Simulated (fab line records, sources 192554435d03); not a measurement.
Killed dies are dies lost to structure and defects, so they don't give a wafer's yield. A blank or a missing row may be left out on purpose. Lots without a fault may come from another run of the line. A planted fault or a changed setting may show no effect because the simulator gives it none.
Which tool did it? | flow n5_finfet | 24 lots, 72 wafers sampled, at 6 steps of a route of 1938

WHAT THE GAUGES READ, wafer by wafer
N5_BEOL_M12_OCD_MEAS_35. Usual: trench_depth_nm 319 nm, standard deviation 5.
lot  | measured     | on     | trench_depth_nm (nm) | flag
L074 | day 10 14:57 | ocd-01 | 316 313 314          |
L075 | day 10 17:21 | ocd-02 | 324 315 315          |
L077 | day 11 06:08 | ocd-02 | 318 318 314          |
L076 | day 11 09:15 | ocd-01 | 319 327 318          |
L079 | day 11 09:32 | ocd-01 | 320 322 324          |
L078 | day 11 19:47 | ocd-02 | 325 319 314          |
L080 | day 12 05:34 | ocd-02 | 327 322 327          |
L083 | day 12 13:26 | ocd-01 | 321 321 324          |
L081 | day 12 17:37 | ocd-01 | 319 328 322          |
L082 | day 12 21:49 | ocd-01 | 317 323 321          |
L084 | day 13 08:28 | ocd-02 | 314 317 315          |
L085 | day 13 16:53 | ocd-01 | 314 319 316          |
L086 | day 14 08:39 | ocd-02 | 312 311 310          |
L089 | day 14 10:57 | ocd-01 | 309 315 314          |
L087 | day 14 11:31 | ocd-02 | 318 319 319          |
L088 | day 14 14:39 | ocd-02 | 318 324 311          |
L090 | day 15 04:08 | ocd-02 | 319 316 313          |
L091 | day 15 13:58 | ocd-01 | 317 317 308          |
L094 | day 15 19:24 | ocd-01 | 315 322 314          |
L093 | day 16 03:44 | ocd-02 | 322 323 331          |
L095 | day 16 07:38 | ocd-01 | 315 318 319          |
L092 | day 16 16:01 | ocd-01 | 314 320 317          |
L096 | day 16 20:04 | ocd-01 | 319 320 318          |
L097 | day 17 17:16 | ocd-01 | 318 316 316          |

N5_BEOL_M13_INSPECT_12: inspects for defects (macro). Usual: raw_defect_count 2.1, standard deviation 1.5.
lot  | measured     | on                | raw_defect_count | flag
L074 | day 10 17:16 | defect_inspect-02 | 2 1 2            |
L075 | day 10 20:14 | defect_inspect-02 | 1 1 3            |
L077 | day 11 08:59 | defect_inspect-02 | 2 1 0            |
L076 | day 11 11:44 | defect_inspect-01 | 2 4 4            |
L079 | day 11 12:25 | defect_inspect-02 | 2 2 2            |
L078 | day 11 22:14 | defect_inspect-02 | 3 2 4            |
L080 | day 12 09:25 | defect_inspect-02 | 3 0 1            |
L083 | day 12 16:04 | defect_inspect-01 | 1 1 1            |
L081 | day 12 22:10 | defect_inspect-01 | 1 3 4            |
L082 | day 13 05:29 | defect_inspect-02 | 0 2 2            |
L084 | day 14 01:41 | defect_inspect-02 | 3 1 1            |
L085 | day 14 02:16 | defect_inspect-02 | 1 1 2            |
L086 | day 14 11:01 | defect_inspect-01 | 3 1 1            |
L089 | day 14 13:32 | defect_inspect-02 | 3 2 0            |
L087 | day 14 18:16 | defect_inspect-01 | 2 2 1            |
L088 | day 14 19:25 | defect_inspect-01 | 2 3 1            |
L090 | day 15 08:44 | defect_inspect-01 | 8 3 3            |
L091 | day 15 17:41 | defect_inspect-01 | 2 0 3            |
L094 | day 16 01:36 | defect_inspect-01 | 0 1 3            |
L093 | day 16 07:50 | defect_inspect-01 | 0 1 0            |
L095 | day 16 10:23 | defect_inspect-01 | 1 1 2            |
L092 | day 16 19:35 | defect_inspect-01 | 1 3 3            |
L096 | day 17 06:59 | defect_inspect-01 | 2 6 2            |
L097 | day 17 20:44 | defect_inspect-01 | 0 2 2            |

N5_BEOL_M13_OCD_MEAS_35. Usual: trench_depth_nm 413 nm, standard deviation 6.3.
lot  | measured     | on     | trench_depth_nm (nm) | flag
L074 | day 10 18:57 | ocd-01 | 420 421 410          |
L075 | day 10 22:27 | ocd-02 | 415 421 413          |
L077 | day 11 10:50 | ocd-02 | 416 409 406          |
L076 | day 11 13:26 | ocd-01 | 417 409 417          |
L079 | day 11 14:05 | ocd-02 | 422 413 417          |
L078 | day 12 00:05 | ocd-01 | 413 410 422          |
L080 | day 12 11:08 | ocd-02 | 407 419 417          |
L083 | day 12 17:37 | ocd-02 | 421 425 422          |
L081 | day 12 23:53 | ocd-02 | 412 409 414          |
L082 | day 13 07:04 | ocd-01 | 418 416 417          |
L084 | day 14 03:14 | ocd-02 | 410 413 413          |
L085 | day 14 03:50 | ocd-01 | 412 416 415          |
L086 | day 14 12:36 | ocd-01 | 408 417 402          |
L089 | day 14 15:24 | ocd-01 | 410 418 407          |
L087 | day 14 20:02 | ocd-02 | 422 409 413          |
L088 | day 14 20:58 | ocd-02 | 412 410 405          |
L090 | day 15 10:30 | ocd-01 | 411 418 410          |
L091 | day 15 19:16 | ocd-02 | 425 410 424          |
L094 | day 16 03:09 | ocd-01 | 403 414 404          |
L093 | day 16 09:41 | ocd-01 | 418 409 416          |
L095 | day 16 12:04 | ocd-01 | 413 421 417          |
L092 | day 16 21:16 | ocd-02 | 425 403 413          |
L096 | day 17 08:40 | ocd-02 | 413 406 413          |
L097 | day 17 22:44 | ocd-01 | 399 404 397          |

N5_BEOL_M14_INSPECT_30: inspects for defects (macro). Usual: raw_defect_count 2.0, standard deviation 1.5.
lot  | measured     | on                | raw_defect_count | flag
L074 | day 11 01:38 | defect_inspect-02 | 3 1 2            |
L075 | day 11 02:37 | defect_inspect-01 | 0 3 2            |
L077 | day 11 17:53 | defect_inspect-01 | 4 4 0            |
L076 | day 11 18:15 | defect_inspect-02 | 1 6 1            |
L079 | day 11 18:40 | defect_inspect-01 | 2 0 2            |
L078 | day 12 03:27 | defect_inspect-01 | 2 1 2            |
L080 | day 12 15:50 | defect_inspect-02 | 1 3 3            |
L083 | day 12 21:35 | defect_inspect-02 | 3 3 2            |
L081 | day 13 04:51 | defect_inspect-01 | 4 4 4            |
L082 | day 13 10:41 | defect_inspect-01 | 0 2 3            |
L084 | day 14 06:40 | defect_inspect-02 | 0 2 2            |
L085 | day 14 08:32 | defect_inspect-02 | 2 2 0            |
L086 | day 14 17:30 | defect_inspect-02 | 3 1 0            |
L089 | day 14 20:59 | defect_inspect-02 | 0 4 4            |
L087 | day 14 23:38 | defect_inspect-01 | 2 2 0            |
L088 | day 15 02:43 | defect_inspect-02 | 1 0 2            |
L090 | day 15 15:23 | defect_inspect-02 | 3 1 1            |
L091 | day 16 03:21 | defect_inspect-01 | 3 0 0            |
L094 | day 16 08:08 | defect_inspect-01 | 2 3 6            |
L093 | day 16 15:20 | defect_inspect-01 | 1 2 4            |
L095 | day 16 16:34 | defect_inspect-01 | 0 1 2            |
L092 | day 17 02:22 | defect_inspect-02 | 1 1 2            |
L096 | day 17 13:41 | defect_inspect-02 | 1 1 4            |
L097 | day 18 02:20 | defect_inspect-02 | 1 0 1            |

WHICH TOOL RAN EACH LOT (tool, then ch and the chambers of the sampled wafers, then the start)
lot  | N5_BEOL_M12_ETCH_68                | N5_BEOL_M13_ETCH_67
L074 | rie_diel-05 ch 0,1,3, day 10 14:37 | rie_diel-03 ch 0,1,2, day 10 18:25
L075 | rie_diel-01 ch 1,2,3, day 10 17:01 | rie_diel-04 ch 2,3, day 10 21:55
L077 | rie_diel-01 ch 2,3, day 11 05:47   | rie_diel-06 ch 1,2,3, day 11 10:22
L076 | rie_diel-01 ch 1,2,3, day 11 08:55 | rie_diel-06 ch 2,3, day 11 12:53
L079 | rie_diel-05 ch 1,2,3, day 11 09:13 | rie_diel-06 ch 1,2,3, day 11 13:33
L078 | rie_diel-02 ch 0,2,3, day 11 19:28 | rie_diel-04 ch 1,2,3, day 11 23:32
L080 | rie_diel-05 ch 0,2, day 12 05:13   | rie_diel-06 ch 1,2,3, day 12 10:35
L083 | rie_diel-05 ch 1,2,3, day 12 13:06 | rie_diel-06 ch 0,1,2, day 12 17:04
L081 | rie_diel-05 ch 0,1,2, day 12 17:17 | rie_diel-04 ch 1,3, day 12 23:20
L082 | rie_diel-02 ch 0,1,2, day 12 21:29 | rie_diel-03 ch 0,2, day 13 06:31
L084 | rie_diel-02 ch 0,3, day 13 08:08   | rie_diel-03 ch 0,1, day 14 02:42
L085 | rie_diel-02 ch 1,2,3, day 13 16:32 | rie_diel-03 ch 0,2,3, day 14 03:17
L086 | rie_diel-01 ch 2,3, day 14 08:19   | rie_diel-04 ch 1,2,3, day 14 12:02
L089 | rie_diel-01 ch 2,3, day 14 10:37   | rie_diel-03 ch 0,1,2, day 14 14:51
L087 | rie_diel-02 ch 0,3, day 14 11:11   | rie_diel-06 ch 0,1,3, day 14 19:29
L088 | rie_diel-02 ch 1,2,3, day 14 14:19 | rie_diel-03 ch 1,2,3, day 14 20:25
L090 | rie_diel-01 ch 1,2,3, day 15 03:48 | rie_diel-03 ch 0,1,3, day 15 09:58
L091 | rie_diel-01 ch 1,2, day 15 13:37   | rie_diel-06 ch 0,1, day 15 18:43
L094 | rie_diel-01 ch 0,2,3, day 15 19:04 | rie_diel-04 ch 0,1, day 16 02:37
L093 | rie_diel-05 ch 1,2,3, day 16 03:24 | rie_diel-06 ch 1,2, day 16 09:09
L095 | rie_diel-02 ch 0,2,3, day 16 07:19 | rie_diel-04 ch 0,2,3, day 16 11:32
L092 | rie_diel-01 ch 1,2,3, day 16 15:40 | rie_diel-04 ch 0,1,2, day 16 20:44
L096 | rie_diel-02 ch 0,2,3, day 16 19:44 | rie_diel-03 ch 0,2, day 17 08:07
L097 | rie_diel-05 ch 0,1, day 17 16:55   | rie_diel-04 ch 0,1, day 17 22:12
- N5_BEOL_M12_ETCH_68: etches SOC in N2/H2, time 285 s.
- N5_BEOL_M13_ETCH_67: etches SiARC in CF4, target depth 143 nm, time 238.3 s.

WHAT THE TOOLS THEMSELVES READ (means of the sampled wafers that have a number; where no wafer has one, the mark that the record gives instead)
N5_BEOL_M12_ETCH_68. Usual: drypump_motor_current_A 5.4 A, standard deviation 0.42; oes_product_au 0.79 a.u., standard deviation 0.065; rf_vpp_V 525.1 V, standard deviation 2.1; showerhead_plenum_p_Torr 2.59 Torr, standard deviation 0.073; throttle_valve_pct 17.83 %, standard deviation 0.29.
lot  | tool        | drypump_motor_current_A (A) | oes_product_au (a.u.) | rf_vpp_V (V) | showerhead_plenum_p_Torr (Torr) | throttle_valve_pct (%) | flag
L074 | rie_diel-05 | 5.4                         | 0.80                  | 523.8        | 2.55                            | 17.74                  |
L075 | rie_diel-01 | 5.5                         | 0.80                  | 525.0        | 2.61                            | 17.93                  |
L077 | rie_diel-01 | 5.4                         | 0.77                  | 524.5        | 2.56                            | 17.74                  |
L076 | rie_diel-01 | 5.5                         | 0.79                  | 525.4        | 2.60                            | 17.94                  |
L079 | rie_diel-05 | 5.3                         | 0.83                  | 525.9        | 2.61                            | 17.64                  |
L078 | rie_diel-02 | 5.5                         | 0.77                  | 525.7        | 2.59                            | 17.78                  |
L080 | rie_diel-05 | 5.2                         | 0.89                  | 523.5        | 2.56                            | 17.68                  |
L083 | rie_diel-05 | 5.3                         | 0.83                  | 524.2        | 2.61                            | 17.66                  |
L081 | rie_diel-05 | 5.4                         | 0.84                  | 524.5        | 2.56                            | 17.56                  |
L082 | rie_diel-02 | 5.4                         | 0.77                  | 525.5        | 2.62                            | 17.77                  |
L084 | rie_diel-02 | 5.1                         | 0.72                  | 523.3        | 2.55                            | 17.96                  |
L085 | rie_diel-02 | 5.5                         | 0.76                  | 525.6        | 2.62                            | 17.81                  |
L086 | rie_diel-01 | 5.4                         | 0.74                  | 523.8        | 2.55                            | 17.78                  |
L089 | rie_diel-01 | 5.5                         | 0.73                  | 523.5        | 2.54                            | 18.00                  |
L087 | rie_diel-02 | 5.1                         | 0.72                  | 523.4        | 2.55                            | 17.98                  |
L088 | rie_diel-02 | 5.5                         | 0.76                  | 525.8        | 2.62                            | 17.82                  |
L090 | rie_diel-01 | 5.5                         | 0.76                  | 526.3        | 2.59                            | 17.99                  |
L091 | rie_diel-01 | 5.5                         | 0.78                  | 526.2        | 2.64                            | 17.99                  |
L094 | rie_diel-01 | 5.6                         | 0.78                  | 525.4        | 2.59                            | 17.85                  |
L093 | rie_diel-05 | 5.3                         | 0.79                  | 524.4        | 2.59                            | 17.70                  |
L095 | rie_diel-02 | 5.4                         | 0.74                  | 525.0        | 2.57                            | 17.85                  |
L092 | rie_diel-01 | 5.5                         | 0.74                  | 526.0        | 2.59                            | 18.02                  |
L096 | rie_diel-02 | 5.5                         | 0.73                  | 523.2        | 2.57                            | 17.84                  |
L097 | rie_diel-05 | 5.5                         | 0.76                  | 523.7        | 2.49                            | 17.71                  |

N5_BEOL_M13_ETCH_67. Usual: drypump_motor_current_A 5.9 A, standard deviation 0.32; etch_rf_on_time_s 238 s, standard deviation 9.2; oes_product_au 0.69 a.u., standard deviation 0.071; rf_vpp_V 184.0 V, standard deviation 1.4; showerhead_plenum_p_Torr 2.13 Torr, standard deviation 0.086; throttle_valve_pct 15.54 %, standard deviation 0.24.
lot  | tool        | drypump_motor_current_A (A) | etch_rf_on_time_s (s) | oes_product_au (a.u.) | rf_vpp_V (V) | showerhead_plenum_p_Torr (Torr) | throttle_valve_pct (%) | flag
L074 | rie_diel-03 | 6.0                         | 230                   | 0.73                  | 182.3        | 2.11                            | 15.61                  |
L075 | rie_diel-04 | 5.7                         | 238                   | 0.70                  | 182.7        | 2.06                            | 15.41                  |
L077 | rie_diel-06 | 6.0                         | 239                   | 0.72                  | 184.4        | 2.12                            | 15.56                  |
L076 | rie_diel-06 | 5.9                         | 242                   | 0.73                  | 184.1        | 2.15                            | 15.44                  |
L079 | rie_diel-06 | 6.0                         | 237                   | 0.72                  | 184.5        | 2.12                            | 15.55                  |
L078 | rie_diel-04 | 6.0                         | 244                   | 0.68                  | 184.0        | 2.13                            | 15.48                  |
L080 | rie_diel-06 | 6.0                         | 240                   | 0.71                  | 184.0        | 2.11                            | 15.59                  |
L083 | rie_diel-06 | 5.8                         | 237                   | 0.77                  | 184.6        | 2.19                            | 15.43                  |
L081 | rie_diel-04 | 5.8                         | 243                   | 0.63                  | 182.4        | 2.06                            | 15.46                  |
L082 | rie_diel-03 | 6.1                         | 228                   | 0.74                  | 183.4        | 2.16                            | 15.58                  |
L084 | rie_diel-03 | 5.7                         | 230                   | 0.65                  | 183.2        | 2.08                            | 15.92                  |
L085 | rie_diel-03 | 5.9                         | 235                   | 0.74                  | 185.6        | 2.18                            | 15.38                  |
L086 | rie_diel-04 | 6.0                         | 244                   | 0.66                  | 184.4        | 2.13                            | 15.51                  |
L089 | rie_diel-03 | 6.0                         | 228                   | 0.70                  | 183.7        | 2.10                            | 15.66                  |
L087 | rie_diel-06 | 5.9                         | 232                   | 0.71                  | 183.7        | 2.14                            | 15.62                  |
L088 | rie_diel-03 | 5.9                         | 233                   | 0.71                  | 184.8        | 2.14                            | 15.45                  |
L090 | rie_diel-03 | 5.6                         | 230                   | 0.69                  | 184.4        | 2.16                            | 15.65                  |
L091 | rie_diel-06 | 5.7                         | 229                   | 0.76                  | 183.8        | 2.21                            | 15.49                  |
L094 | rie_diel-04 | 5.9                         | 257                   | 0.59                  | 183.8        | 2.15                            | 15.58                  |
L093 | rie_diel-06 | 6.0                         | 240                   | 0.71                  | 185.1        | 2.15                            | 15.46                  |
L095 | rie_diel-04 | 5.7                         | 238                   | 0.66                  | 182.9        | 2.06                            | 15.51                  |
L092 | rie_diel-04 | 5.9                         | 249                   | 0.63                  | 184.4        | 2.14                            | 15.57                  |
L096 | rie_diel-03 | 6.3                         | 233                   | 0.72                  | 184.1        | 2.12                            | 15.44                  |
L097 | rie_diel-04 | 5.9                         | 256                   | 0.58                  | 183.2        | 2.14                            | 15.60                  |

THE ANSWER, worked out from the rows above alone
Rule: a lot is off if the mean of its wafers that have a number lies more than 3 standard deviations from the usual mean. A lot without any number at a reading at which 4 lots or more have one is off too. The other lots that the step has rows for count as sound. The gauges are gone through in route order, then the tools' own readings, and for those a lot's mean is taken as printed above. The first step at which some lot is off is used, and at that step the reading that is off furthest; a lot without a number counts as furthest.
No lot is off at any reading shown: from this, nothing can be told.

WHAT THE SIMULATOR HAD PUT IN
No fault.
